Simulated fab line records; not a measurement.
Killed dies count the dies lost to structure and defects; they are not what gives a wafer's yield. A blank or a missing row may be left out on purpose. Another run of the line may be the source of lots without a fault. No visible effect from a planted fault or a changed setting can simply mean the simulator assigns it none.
Chamber matching | flow n5-finfet | N5_BEOL_M2_ETCH_63 on rie-diel-05 has 4 sister chambers
The step etches SiARC in CF4, target depth 15.6 nm, time 26 s. 14 wafers are shown with their chamber, then 7 later ones without.

## WAFERS WITH THEIR CHAMBER
wafer  | chamber | drypump-motor-current-A (A) | throttle-valve-pct (%) | showerhead-plenum-p-Torr (Torr)
L076.1 | 3       | 5.7                         | 15.25                  | 2.26
L076.4 | 0       | 6.6                         | 15.59                  | 2.12
L076.5 | 0       | 6.6                         | 15.61                  | 2.12
L084.1 | 0       | 6.6                         | 15.63                  | 2.11
L084.5 | 0       | 6.6                         | 15.63                  | 2.11
L084.6 | 3       | 5.7                         | 15.28                  | 2.25
L085.2 | 3       | 5.7                         | 15.29                  | 2.25
L085.3 | 1       | 5.7                         | 15.77                  | 2.24
L085.4 | 0       | 6.6                         | 15.64                  | 2.11
L089.1 | 1       | 5.8                         | 15.78                  | 2.24
L089.2 | 3       | 5.7                         | 15.29                  | 2.25
L089.3 | 2       | 5.1                         | 15.97                  | 2.20
L092.1 | 1       | 5.8                         | 15.79                  | 2.24
L092.2 | 2       | 5.1                         | 15.97                  | 2.20

SIGNATURES (means of the wafers above)
reading                  | chamber 0 | chamber 1 | chamber 2 | chamber 3 | scatter within a chamber
drypump-motor-current-A  | 6.600     | 5.767     | 5.100     | 5.700     | 0.0258
throttle-valve-pct       | 15.6200   | 15.7800   | 15.9700   | 15.2775   | 0.017
showerhead-plenum-p-Torr | 2.1140    | 2.2400    | 2.2000    | 2.2525    | 0.00442
Rule: for a wafer and a chamber, the distance is found by dividing, reading by reading, the gap between the wafer's reading and the chamber's mean by the reading's scatter, squaring, summing and taking the root. If the next closest chamber is less than 2 further off than the closest, the wafer can't be placed; otherwise it belongs to the closest. How the scatter is found: for the shown wafers, subtract from each reading the mean of its chamber, square and add these, divide the total by (wafers less chambers), then take the root.

## WAFERS WHOSE CHAMBER IS MISSING
wafer  | drypump-motor-current-A (A) | throttle-valve-pct (%) | showerhead-plenum-p-Torr (Torr)
L092.4 | 5.1                         | 15.97                  | 2.20
L096.4 | 5.8                         | 15.83                  | 2.23
L096.5 | 5.7                         | 15.35                  | 2.24
L096.6 | 6.6                         | 15.18                  | 2.11
L097.1 | 5.7                         | 15.81                  | 2.23
L097.2 | 6.6                         | 15.18                  | 2.11
L097.6 | 5.7                         | 15.34                  | 2.24

## CHAMBER TAKEN BY EACH
wafer  | from the rows above | in truth
L092.4 | 2                   | 2
L096.4 | 1                   | 1
L096.5 | 3                   | 3
L096.6 | 0                   | 0
L097.1 | 1                   | 1
L097.2 | 0                   | 0
L097.6 | 3                   | 3
7 of 7 placed correctly. Number that these rows cannot place: 0. Placed wrongly: 0.
